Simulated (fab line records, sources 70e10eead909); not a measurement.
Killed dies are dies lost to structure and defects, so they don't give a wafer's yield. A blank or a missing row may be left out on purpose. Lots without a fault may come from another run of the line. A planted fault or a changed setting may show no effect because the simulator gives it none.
Problem report in the 8D (eight disciplines) form, filled by code | flow nand_harc | the parts of the form that need people (team, actions taken, sign-off) are left out

1. THE PROBLEM
heater_power_total_W at NHARC_A_CONTACT_SOFTBAKE_03 reads a mean of 193.33 W on 9 wafers of 3 lots; wafers without a fault read 188.47 W with a standard deviation of 0.14. That is +35 standard deviations from the usual mean.
The step: time 55 s.
First seen on wafer L389.1, day 29 23:00, on litho_track-01. The record holds 36 wafers of 12 lots with a number at this step. Rule for "out", or "out of limits": more than 4 standard deviations from the usual mean. The other wafers with a number count as sound.

2. WHAT IT IS AND WHAT IT IS NOT
question                    | is                     | is not
which readings at this step | heater_power_total_W   | chill_plate_temp_C
which lots                  | L388, L389, L390       | L370, L371, L372, L374, L376, L378, L383, L386, L391
which wafers of those lots  | all that have a number | -
read on which tools         | litho_track-01         | litho_track-04, litho_track-06
when                        | from day 29 23:00      | up to then (24 sound wafers); but 3 sound wafers of L391 came after

3. SUSPECTS, AND WHAT RULES EACH OUT
Counting: a tool at a process step up to the reading stays a suspect if it ran every lot that is out and no sound lot after the first of them.
- litho_track-01 at NHARC_A_CONTACT_SOFTBAKE_03 (time 55 s): kept. It ran every lot that is out, first L389 (day 29 23:00), and no sound lot after that; its last sound lot up to then is L383 (day 28 06:00). Its own readings are out on those wafers: heater_power_total_W.
Left after counting: litho_track-01 at NHARC_A_CONTACT_SOFTBAKE_03.

4. THE CAUSE (what the simulator had put in)
Process parameter drift: litho_track-01, from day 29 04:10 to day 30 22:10, at NHARC_A_CONTACT_SOFTBAKE_03. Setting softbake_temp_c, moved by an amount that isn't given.
Counting left only this tool.

5. THE CHAIN OF EFFECTS, in route order
Each row: a reading whose mean over the struck wafers that have a number lies more than 3 standard deviations from the usual. Only readings for which the record gives a usual standard deviation are gone through. hours: the time from each lot's start at the first step in this table that gives one to its start at this step, as a median over the lots. sigmas: the change in usual standard deviations.
hours | step                        | reading              | usual    | on struck wafers | change | sigmas
0     | NHARC_A_CONTACT_SOFTBAKE_03 | heater_power_total_W | 188.47 W | 193.33           | +4.86  | +35
The process steps in it:
- NHARC_A_CONTACT_SOFTBAKE_03: time 55 s.

6. WHAT WOULD HAVE CAUGHT IT SOONER
In this record the first reading out of limits was taken at day 29 23:00, 19 hours after the fault began at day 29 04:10.
